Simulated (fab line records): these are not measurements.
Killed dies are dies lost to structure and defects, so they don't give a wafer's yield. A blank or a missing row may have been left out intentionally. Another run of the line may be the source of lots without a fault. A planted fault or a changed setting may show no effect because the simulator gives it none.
Which tool is to blame? | flow n5Finfet | 66 wafers from 22 lots sampled at 6 of the route's 1938 steps

== WHAT THE GAUGES READ, wafer by wafer ==
N5_BEOL_M15_THK_MEAS_01. Usual: M15_ILD_THK typically reads 1615 nm, with standard deviation 22.
lot  | measured     | on           | M15_ILD_THK (nm) | flag
L075 | day 12 12:47 | filmMetro-01 | 1612 1604 1603   | 
L077 | day 12 20:22 | filmMetro-01 | 1603 1605 1636   | 
L076 | day 12 22:16 | filmMetro-02 | 1614 1621 1623   | 
L079 | day 13 10:35 | filmMetro-02 | 1611 1661 1659   | 
L078 | day 13 16:29 | filmMetro-02 | 1606 1569 1582   | 
L080 | day 13 17:30 | filmMetro-02 | 1617 1589 1619   | 
L081 | day 13 23:01 | filmMetro-01 | 1596 1616 1595   | 
L082 | day 14 01:16 | filmMetro-02 | 1609 1637 1627   | 
L083 | day 14 10:48 | filmMetro-01 | 1616 1606 1622   | 
L084 | day 14 11:09 | filmMetro-01 | 1599 1614 1620   | 
L085 | day 15 02:40 | filmMetro-02 | 1610 1609 1647   | 
L087 | day 15 05:56 | filmMetro-01 | 1602 1635 1611   | 
L088 | day 15 08:43 | filmMetro-01 | 1601 1602 1630   | 
L086 | day 15 09:39 | filmMetro-02 | 1607 1597 1638   | 
L089 | day 15 14:25 | filmMetro-01 | 1612 1647 1614   | 
L091 | day 15 21:22 | filmMetro-02 | 1618 1646 1635   | 
L090 | day 16 00:55 | filmMetro-01 | 1601 1660 1656   | 
L092 | day 16 14:00 | filmMetro-02 | 1650 1638 1650   | 
L093 | day 16 15:46 | filmMetro-02 | 1625 1621 1647   | 
L094 | day 16 21:32 | filmMetro-01 | 1626 1622 1611   | 
L097 | day 18 01:20 | filmMetro-01 | 1602 1650 1651   | 
L096 | day 18 10:05 | filmMetro-01 | 1583 1576 1587   | 

N5_MIM_TOP_LITHO_CD_MEAS_08 targets a cd of 2000 nm. Usual: cdNm at 1999.6 nm, with a standard deviation of 2.5.
lot  | measured     | on       | cdNm (nm)            | flag
L075 | day 13 02:05 | cdSem-03 | 1998.3 1996.0 1999.6 | 
L077 | day 13 07:33 | cdSem-02 | 1998.3 2001.0 2001.3 | 
L076 | day 13 09:35 | cdSem-02 | 2002.1 1998.3 2002.6 | 
L079 | day 13 20:05 | cdSem-02 | 2001.8 2000.2 1994.1 | 
L078 | day 13 23:58 | cdSem-03 | 2003.9 2003.0 2003.6 | 
L080 | day 14 02:03 | cdSem-02 | 1999.9 1999.4 2001.0 | 
L081 | day 14 12:04 | cdSem-03 | 2002.2 1997.6 1996.6 | 
L082 | day 14 10:15 | cdSem-02 | 1999.3 1997.1 2001.6 | 
L083 | day 14 20:14 | cdSem-01 | 2000.3 2000.2 2001.4 | 
L084 | day 14 20:41 | cdSem-02 | 2002.7 2004.9 2004.3 | 
L085 | day 15 12:25 | cdSem-01 | 2003.4 1998.3 1996.0 | 
L087 | day 15 18:25 | cdSem-01 | 1997.0 2002.4 1998.4 | 
L088 | day 15 19:31 | cdSem-03 | 1998.7 2004.2 1998.5 | 
L086 | day 16 00:41 | cdSem-02 | 1997.1 2000.2 1999.4 | 
L089 | day 16 01:50 | cdSem-02 | 2000.3 1997.2 1996.3 | 
L091 | day 16 06:49 | cdSem-02 | 1999.6 1994.0 1998.9 | 
L090 | day 16 09:30 | cdSem-02 | 2003.9 1999.5 2002.3 | 
L092 | day 16 21:55 | cdSem-02 | 2001.2 1998.1 2000.4 | 
L093 | day 17 01:50 | cdSem-03 | 1998.6 2001.2 2001.6 | 
L094 | day 17 07:30 | cdSem-01 | 1999.8 1999.7 1999.5 | 
L097 | day 18 15:13 | cdSem-02 | 1998.8 2000.6 1997.1 | 
L096 | day 18 18:35 | cdSem-01 | 1998.2 1997.6 2000.1 | 

== WHAT TOOL EACH LOT RAN ON (gives the tool, then ch and the chambers of the sampled wafers, and finally the start) ==
lot  | N5_BEOL_M14_TRENCH_ETCH_34        | N5_BEOL_M15_DESCUM_15             | N5_BEOL_M15_DEP_53              | N5_MIM_BOT_DEGAS_01
L075 | rieDiel-05 ch 2,3, day 12 08:58   | rieDiel-02 ch 0,1, day 12 13:19   | pecvd-01 ch 0,2, day 12 22:26   | pvdSputter-03, day 13 00:14
L077 | rieDiel-05 ch 1,2, day 12 14:59   | rieDiel-02 ch 0,1,3, day 12 21:04 | pecvd-02 ch 0,1,2, day 13 03:16 | pvdSputter-01, day 13 05:02
L076 | rieDiel-03 ch 0,2,3, day 12 19:17 | rieDiel-06 ch 0,1, day 12 23:02   | pecvd-04 ch 0,1,2, day 13 06:25 | pvdSputter-01, day 13 08:02
L079 | rieDiel-05 ch 2,3, day 13 00:21   | rieDiel-02 ch 1,2,3, day 13 11:06 | pecvd-01 ch 0,1,2, day 13 16:27 | pvdSputter-03, day 13 18:44
L078 | rieDiel-03 ch 1,3, day 13 10:39   | rieDiel-06 ch 0,1, day 13 17:00   | pecvd-02 ch 0,1, day 13 21:07   | pvdSputter-03, day 13 22:31
L080 | rieDiel-03 ch 2,3, day 13 13:22   | rieDiel-02 ch 2,3, day 13 17:56   | pecvd-01 ch 0,1, day 13 21:55   | pvdSputter-01, day 13 23:32
L081 | rieDiel-05 ch 1,3, day 13 20:02   | rieDiel-02 ch 1,3, day 13 23:35   | pecvd-01 ch 1,2, day 14 06:03   | pvdSputter-01, day 14 08:19
L082 | rieDiel-03 ch 0,3, day 13 22:26   | rieDiel-02 ch 0,1, day 14 01:40   | pecvd-02 ch 0,1,2, day 14 06:22 | pvdSputter-01, day 14 08:26
L083 | rieDiel-01 ch 2,3, day 14 06:24   | rieDiel-04 ch 0,1, day 14 11:11   | pecvd-01 ch 1,2, day 14 15:47   | pvdSputter-01, day 14 18:52
L084 | rieDiel-01 ch 1,2,3, day 14 08:09 | rieDiel-06 ch 1,2,3, day 14 11:33 | pecvd-04 ch 0,1,2, day 14 16:42 | pvdSputter-01, day 14 19:35
L085 | rieDiel-01 ch 2,3, day 14 23:43   | rieDiel-04 ch 0,1, day 15 03:05   | pecvd-02 ch 0,1,2, day 15 07:49 | pvdSputter-03, day 15 09:31
L087 | rieDiel-01 ch 0,1,3, day 15 03:25 | rieDiel-02 ch 0,2,3, day 15 06:38 | pecvd-01 ch 0,1,2, day 15 10:59 | pvdSputter-02, day 15 12:32
L088 | rieDiel-05 ch 1,3, day 15 03:27   | rieDiel-04 ch 1,2, day 15 09:19   | pecvd-02 ch 0,1,2, day 15 14:18 | pvdSputter-03, day 15 18:20
L086 | rieDiel-05 ch 0,1, day 15 05:02   | rieDiel-06 ch 0,1, day 15 10:02   | pecvd-04 ch 0,1,2, day 15 20:07 | pvdSputter-02, day 15 22:29
L089 | rieDiel-03 ch 0,2, day 15 11:49   | rieDiel-02 ch 0,2,3, day 15 14:48 | pecvd-02 ch 0,1,2, day 15 21:53 | pvdSputter-01, day 15 23:23
L091 | rieDiel-05 ch 1,2,3, day 15 15:37 | rieDiel-04 ch 1,2, day 15 21:46   | pecvd-02 ch 1,2, day 16 03:41   | pvdSputter-02, day 16 05:20
L090 | rieDiel-05 ch 0,1, day 15 21:55   | rieDiel-06 ch 1,2, day 16 01:31   | pecvd-01 ch 0,1,2, day 16 06:41 | pvdSputter-01, day 16 08:14
L092 | rieDiel-03 ch 1,2,3, day 16 09:41 | rieDiel-04 ch 0,1,2, day 16 14:31 | pecvd-01 ch 0,1,2, day 16 18:43 | pvdSputter-02, day 16 20:44
L093 | rieDiel-03 ch 0,2,3, day 16 10:22 | rieDiel-02 ch 0,1,3, day 16 16:10 | pecvd-04 ch 0,1, day 16 22:21   | pvdSputter-02, day 17 00:22
L094 | rieDiel-03 ch 2,3, day 16 17:25   | rieDiel-04 ch 0,3, day 16 21:56   | pecvd-02 ch 0,2, day 17 02:22   | pvdSputter-03, day 17 06:14
L097 | rieDiel-05 ch 2,3, day 17 20:02   | rieDiel-02 ch 1,3, day 18 01:51   | pecvd-02 ch 0,1, day 18 08:44   | pvdSputter-03, day 18 13:52
L096 | rieDiel-05 ch 0,1,2, day 18 04:31 | rieDiel-02 ch 1,2,3, day 18 10:29 | pecvd-01 ch 0,1,2, day 18 15:31 | pvdSputter-01, day 18 17:33
- N5_BEOL_M14_TRENCH_ETCH_34: etches SiO2 in C4F8/O2/Ar, target depth 556.65 nm, time 126.9 s.
- N5_BEOL_M15_DESCUM_15: chemistry O2, time 7.9 s.
- N5_BEOL_M15_DEP_53: deposits SiCN from 3MS/NH3, target thk 50 nm, time 17.8 s.
- N5_MIM_BOT_DEGAS_01: time 60 s.

== AS READ BY THE TOOLS THEMSELVES (means over the sampled wafers that have a number; for cases with no such wafer, the mark the record gives instead) ==
N5_BEOL_M14_TRENCH_ETCH_34. Usual: C4F8_flow_sccm 16.00 sccm, standard deviation 0.051; chamberPressureMTorr 19.998 mTorr, standard deviation 0.021; drypumpMotorCurrentA 5.68 A, standard deviation 0.29; heOuterTorr 30.01 Torr, standard deviation 0.059; oesProductAu 0.82 a.u., standard deviation 0.085; rfFwdPowerW 1897 W, standard deviation 5.9; rfVppV 2217 V, standard deviation 32; showerheadPlenumPTorr 3.44 Torr, standard deviation 0.12; throttleValvePct 31.05 %, standard deviation 0.27.
lot  | tool       | C4F8_flow_sccm (sccm) | chamberPressureMTorr (mTorr) | drypumpMotorCurrentA (A) | heOuterTorr (Torr) | oesProductAu (a.u.) | rfFwdPowerW (W) | rfVppV (V) | showerheadPlenumPTorr (Torr) | throttleValvePct (%) | flag
L075 | rieDiel-05 | 15.95                 | 19.975                       | 5.67                     | 29.94              | 0.90                | 1899            | 2222       | 3.34                         | 31.28                | 
L077 | rieDiel-05 | 15.95                 | 19.991                       | 5.85                     | 30.00              | 0.88                | 1892            | 2218       | 3.41                         | 31.22                | 
L076 | rieDiel-03 | 15.98                 | 19.997                       | 5.63                     | 30.02              | 0.75                | 1902            | 2203       | 3.43                         | 31.08                | 
L079 | rieDiel-05 | 16.02                 | 20.001                       | 5.49                     | 30.03              | 0.89                | 1898            | 2218       | 3.34                         | 31.19                | 
L078 | rieDiel-03 | 16.06                 | 20.002                       | 5.46                     | 29.99              | 0.93                | 1905            | 2243       | 3.61                         | 31.23                | 
L080 | rieDiel-03 | 15.98                 | 19.993                       | 5.69                     | 30.00              | 0.75                | 1896            | 2165       | 3.35                         | 30.99                | 
L081 | rieDiel-05 | 16.02                 | 19.958                       | 5.47                     | 30.02              | 0.86                | 1898            | 2213       | 3.38                         | 31.06                | 
L082 | rieDiel-03 | 15.97                 | 19.990                       | 5.58                     | 30.03              | 0.72                | 1894            | 2238       | 3.49                         | 31.16                | 
L083 | rieDiel-01 | 16.05                 | 20.005                       | 5.49                     | 30.04              | 0.88                | 1898            | 2217       | 3.59                         | 30.89                | 
L084 | rieDiel-01 | 15.99                 | 20.002                       | 5.76                     | 30.06              | 0.83                | 1893            | 2237       | 3.57                         | 30.91                | 
L085 | rieDiel-01 | 16.01                 | 19.997                       | 5.81                     | 30.05              | 0.88                | 1891            | 2234       | 3.55                         | 31.16                | 
L087 | rieDiel-01 | 16.00                 | 20.021                       | 5.75                     | 30.01              | 0.78                | 1895            | 2223       | 3.54                         | 30.87                | 
L088 | rieDiel-05 | 15.96                 | 20.015                       | 5.48                     | 30.02              | 0.84                | 1899            | 2212       | 3.38                         | 31.07                | 
L086 | rieDiel-05 | 16.03                 | 20.008                       | 5.84                     | 30.00              | 0.75                | 1894            | 2209       | 3.40                         | 30.67                | 
L089 | rieDiel-03 | 16.07                 | 20.012                       | 5.60                     | 29.96              | 0.68                | 1890            | 2229       | 3.42                         | 31.11                | 
L091 | rieDiel-05 | 16.01                 | 19.997                       | 5.65                     | 30.06              | 0.84                | 1898            | 2214       | 3.38                         | 31.17                | 
L090 | rieDiel-05 | 16.01                 | 20.009                       | 5.83                     | 29.98              | 0.74                | 1898            | 2208       | 3.40                         | 30.65                | 
L092 | rieDiel-03 | 16.01                 | 20.005                       | 5.57                     | 30.06              | 0.79                | 1893            | 2204       | 3.46                         | 31.12                | 
L093 | rieDiel-03 | 16.05                 | 19.982                       | 5.63                     | 30.02              | 0.82                | 1898            | 2202       | 3.41                         | 31.02                | 
L094 | rieDiel-03 | 15.97                 | 19.999                       | 5.69                     | 29.98              | 0.71                | 1895            | 2165       | 3.34                         | 31.01                | 
L097 | rieDiel-05 | 16.02                 | 20.001                       | 5.67                     | 30.12              | 0.83                | 1900            | 2219       | 3.31                         | 31.32                | 
L096 | rieDiel-05 | 15.96                 | 19.992                       | 5.83                     | 30.00              | 0.85                | 1901            | 2212       | 3.38                         | 30.94                | 

N5_BEOL_M15_DESCUM_15. Usual: chamberPressureMTorr 19.997 mTorr, standard deviation 0.018; drypumpMotorCurrentA 5.6 A, standard deviation 0.48; oesProductAu 0.81 a.u., standard deviation 0.082; rfFwdPowerW 49.36 W, standard deviation 0.25; rfVppV 242.7 V, standard deviation 1.3; showerheadPlenumPTorr 2.06 Torr, standard deviation 0.07; tempC 40.00 C, standard deviation 0.099; throttleValvePct 20.4 %, standard deviation 0.33.
lot  | tool       | chamberPressureMTorr (mTorr) | drypumpMotorCurrentA (A) | oesProductAu (a.u.) | rfFwdPowerW (W) | rfVppV (V) | showerheadPlenumPTorr (Torr) | tempC (C) | throttleValvePct (%) | flag
L075 | rieDiel-02 | 20.001                       | 6.0                      | 0.76                | 49.57           | 242.0      | 2.04                         | 40.07     | 20.5                 | 
L077 | rieDiel-02 | 20.006                       | 5.6                      | 0.76                | 49.54           | 242.2      | 2.02                         | 39.95     | 20.6                 | 
L076 | rieDiel-06 | 20.001                       | 5.2                      | 0.89                | 48.98           | 244.2      | 2.17                         | 40.11     | 20.4                 | 
L079 | rieDiel-02 | 19.983                       | 5.6                      | 0.84                | 49.71           | 241.5      | 2.02                         | 39.96     | 20.3                 | 
L078 | rieDiel-06 | 19.987                       | 5.3                      | 0.83                | 49.14           | 242.7      | 2.10                         | 39.88     | 20.6                 | 
L080 | rieDiel-02 | 20.001                       | 5.5                      | 0.88                | 49.46           | 242.9      | 2.02                         | 40.04     | 20.1                 | 
L081 | rieDiel-02 | 19.991                       | 5.4                      | 0.76                | 49.60           | 242.8      | 2.00                         | 40.02     | 20.6                 | 
L082 | rieDiel-02 | 19.999                       | 6.0                      | 0.75                | 49.64           | 242.0      | 2.04                         | 40.04     | 20.6                 | 
L083 | rieDiel-04 | 19.991                       | 5.9                      | 0.84                | 49.36           | 242.0      | 2.08                         | 39.97     | 20.6                 | 
L084 | rieDiel-06 | 19.993                       | 5.1                      | 0.82                | 49.19           | 243.2      | 2.11                         | 40.15     | 20.3                 | 
L085 | rieDiel-04 | 19.993                       | 5.9                      | 0.82                | 49.32           | 242.8      | 2.08                         | 40.01     | 20.6                 | 
L087 | rieDiel-02 | 20.002                       | 5.6                      | 0.79                | 49.23           | 241.8      | 2.02                         | 40.06     | 20.5                 | 
L088 | rieDiel-04 | 19.996                       | 6.4                      | 0.80                | 49.12           | 243.9      | 2.12                         | 40.07     | 20.3                 | 
L086 | rieDiel-06 | 19.999                       | 5.2                      | 0.86                | 49.10           | 242.9      | 2.16                         | 40.00     | 20.4                 | 
L089 | rieDiel-02 | 19.985                       | 5.6                      | 0.79                | 49.51           | 242.4      | 2.01                         | 39.96     | 20.5                 | 
L091 | rieDiel-04 | 19.998                       | 6.3                      | 0.86                | 49.18           | 243.6      | 2.13                         | 40.05     | 20.4                 | 
L090 | rieDiel-06 | 19.984                       | 4.9                      | 0.85                | 48.98           | 243.7      | 2.15                         | 40.02     | 20.2                 | 
L092 | rieDiel-04 | 20.019                       | 6.1                      | 0.82                | 49.33           | 242.9      | 2.10                         | 40.06     | 20.5                 | 
L093 | rieDiel-02 | 19.999                       | 5.6                      | 0.74                | 49.60           | 241.5      | 2.01                         | 39.94     | 20.6                 | 
L094 | rieDiel-04 | 20.002                       | 5.5                      | 0.89                | 49.51           | 243.3      | 2.09                         | 39.93     | 20.5                 | 
L097 | rieDiel-02 | 19.992                       | 5.3                      | 0.74                | 49.45           | 241.3      | 1.99                         | 39.89     | 20.7                 | 
L096 | rieDiel-02 | 20.029                       | 5.5                      | 0.79                | 49.44           | 242.3      | 2.00                         | 40.11     | 20.4                 | 

N5_BEOL_M15_DEP_53. Usual: rfFwdPowerW 666.5 W, standard deviation 3; showerheadPlenumPTorr 4.164 Torr, standard deviation 0.021; throttleValvePct 17.9 %, standard deviation 1.2.
lot  | tool     | rfFwdPowerW (W) | showerheadPlenumPTorr (Torr) | throttleValvePct (%) | flag
L075 | pecvd-01 | 664.5           | 4.155                        | 16.3                 | 
L077 | pecvd-02 | 664.6           | 4.183                        | 18.6                 | 
L076 | pecvd-04 | 665.4           | 4.160                        | 17.1                 | 
L079 | pecvd-01 | 667.1           | 4.159                        | 17.4                 | 
L078 | pecvd-02 | 666.1           | 4.181                        | 19.0                 | 
L080 | pecvd-01 | 670.3           | 4.151                        | 17.8                 | 
L081 | pecvd-01 | 670.3           | 4.145                        | 18.3                 | 
L082 | pecvd-02 | 666.9           | 4.182                        | 18.6                 | 
L083 | pecvd-01 | 665.4           | 4.143                        | 17.2                 | 
L084 | pecvd-04 | 667.2           | 4.158                        | 17.1                 | 
L085 | pecvd-02 | 666.0           | 4.181                        | 18.8                 | 
L087 | pecvd-01 | 668.4           | 4.147                        | 17.5                 | 
L088 | pecvd-02 | 663.4           | 4.184                        | 18.7                 | 
L086 | pecvd-04 | 666.9           | 4.152                        | 17.2                 | 
L089 | pecvd-02 | 664.5           | 4.179                        | 18.7                 | 
L091 | pecvd-02 | 663.3           | 4.188                        | 19.2                 | 
L090 | pecvd-01 | 668.5           | 4.151                        | 17.6                 | 
L092 | pecvd-01 | 666.5           | 4.155                        | 17.6                 | 
L093 | pecvd-04 | 665.9           | 4.142                        | 17.2                 | 
L094 | pecvd-02 | 665.1           | 4.182                        | 18.0                 | 
L097 | pecvd-02 | 663.6           | 4.180                        | 17.7                 | 
L096 | pecvd-01 | 668.6           | 4.143                        | 17.7                 | 

N5_MIM_BOT_DEGAS_01. Usual: heaterPowerW 469 W, standard deviation 32; susceptorTempC 300.01 C, standard deviation 0.19.
lot  | tool          | heaterPowerW (W) | susceptorTempC (C) | flag
L075 | pvdSputter-03 | 451              | 300.06             | 
L077 | pvdSputter-01 | 468              | 299.90             | 
L076 | pvdSputter-01 | 488              | 300.02             | 
L079 | pvdSputter-03 | 487              | 299.88             | 
L078 | pvdSputter-03 | 445              | 300.10             | 
L080 | pvdSputter-01 | 451              | 299.90             | 
L081 | pvdSputter-01 | 464              | 300.03             | 
L082 | pvdSputter-01 | 477              | 300.01             | 
L083 | pvdSputter-01 | 475              | 299.88             | 
L084 | pvdSputter-01 | 481              | 300.05             | 
L085 | pvdSputter-03 | 452              | 300.11             | 
L087 | pvdSputter-02 | 483              | 300.04             | 
L088 | pvdSputter-03 | 446              | 299.86             | 
L086 | pvdSputter-02 | 469              | 300.07             | 
L089 | pvdSputter-01 | 493              | 300.09             | 
L091 | pvdSputter-02 | 453              | 300.13             | 
L090 | pvdSputter-01 | 481              | 300.03             | 
L092 | pvdSputter-02 | 479              | 300.17             | 
L093 | pvdSputter-02 | 465              | 300.06             | 
L094 | pvdSputter-03 | 471              | 300.09             | 
L097 | pvdSputter-03 | 473              | 300.09             | 
L096 | pvdSputter-01 | 486              | 299.87             | 

== THE ANSWER, worked out from the rows above alone ==
Rule: a lot counts as off when the mean over its wafers that have a number is more than 3 standard deviations away from the usual mean. A lot without any number at a reading at which 4 lots or more have one is off too. Where the step has rows for the other lots, those lots are counted as sound. First the gauges in route order, then the tools' own readings, where a lot's mean is used as printed above. The first step at which some lot is off is used, and at that step the reading that is off furthest; a lot without a number counts as furthest.
No lot is off at any reading shown: from this, nothing can be told.

== WHAT THE SIMULATOR HAD INSERTED ==
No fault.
